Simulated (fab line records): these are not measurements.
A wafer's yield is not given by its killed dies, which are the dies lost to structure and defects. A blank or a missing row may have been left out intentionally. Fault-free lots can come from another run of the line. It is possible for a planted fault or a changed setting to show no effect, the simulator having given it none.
Chamber matching    flow n5_finfet    rie_diel-06 running N5_BEOL_M6_ETCH_65: 4 sister chambers
The step etches SiARC in CF4, target depth 15.6 nm, time 26 s. 22 wafers are shown with their chamber, then 11 later ones without.

## EACH WAFER AND ITS CHAMBER
wafer   chamber  drypump_motor_current_A (A)  throttle_valve_pct (%)  etch_rf_on_time_s (s)
L074.2  1        5.5                          15.6                    25.9
L074.4  0        5.2                          15.0                    26.1
L074.6  3        4.9                          15.7                    26.5
L077.1  3        4.9                          15.7                    26.8
L077.5  1        5.6                          15.7                    26.5
L077.6  2        5.6                          15.1                    25.9
L083.1  1        5.5                          15.7                    26.2
L083.3  3        4.9                          15.7                    26.6
L083.5  2        5.6                          15.1                    25.4
L084.3  0        5.2                          15.1                    26.4
L084.5  0        5.2                          15.1                    26.3
L084.6  1        5.6                          15.7                    26.4
L085.3  0        5.2                          15.1                    26.0
L085.4  0        5.2                          15.1                    25.8
L085.6  1        5.6                          15.7                    25.9
L086.2  0        5.2                          15.1                    26.1
L086.3  2        5.6                          15.1                    25.3
L086.5  0        5.2                          15.1                    26.3
L087.1  2        5.7                          15.1                    25.2
L087.2  3        4.9                          15.3                    25.8
L087.5  2        5.6                          15.1                    25.2
L089.2  0        5.2                          15.1                    26.3

SIGNATURES (averages over the wafers above)
reading                  chamber 0  chamber 1  chamber 2  chamber 3  scatter within a chamber
drypump_motor_current_A  5.200      5.560      5.620      4.900      0.0333
throttle_valve_pct       15.088     15.680     15.100     15.600     0.0872
etch_rf_on_time_s        26.163     26.180     25.400     26.425     0.288
Rule: distance of a wafer from a chamber = root of the sum over the readings of ((wafer's reading minus chamber's mean) / reading's scatter) squared. If the next closest chamber is less than 2 further off than the closest, the wafer can't be placed; otherwise it belongs to the closest. How the scatter is found: for the shown wafers, subtract from each reading the mean of its chamber, square and add these, divide the total by (wafers less chambers), then take the root.

## WAFERS MISSING THEIR CHAMBER
wafer   drypump_motor_current_A (A)  throttle_valve_pct (%)  etch_rf_on_time_s (s)
L089.3  4.9                          15.3                    25.9
L089.5  5.2                          15.1                    26.5
L094.1  5.6                          15.7                    26.1
L094.2  5.6                          15.1                    25.7
L094.6  5.0                          15.3                    25.8
L096.1  4.9                          15.3                    26.0
L096.2  5.6                          15.1                    25.9
L096.4  5.2                          15.1                    26.5
L097.1  5.7                          15.2                    25.5
L097.2  5.0                          15.3                    25.7
L097.4  5.2                          15.1                    26.4

## WHICH CHAMBER EACH WENT THROUGH
wafer   from the rows above      in truth
L089.3  3                        3
L089.5  0                        0
L094.1  1                        1
L094.2  2                        2
L094.6  can't be placed: 3 or 0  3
L096.1  3                        3
L096.2  2                        2
L096.4  0                        0
L097.1  2                        2
L097.2  can't be placed: 3 or 0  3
L097.4  0                        0
9 of 11 placed correctly. These rows do not allow placing 2 (true chamber among the candidates in 2). Number placed wrongly: 0.
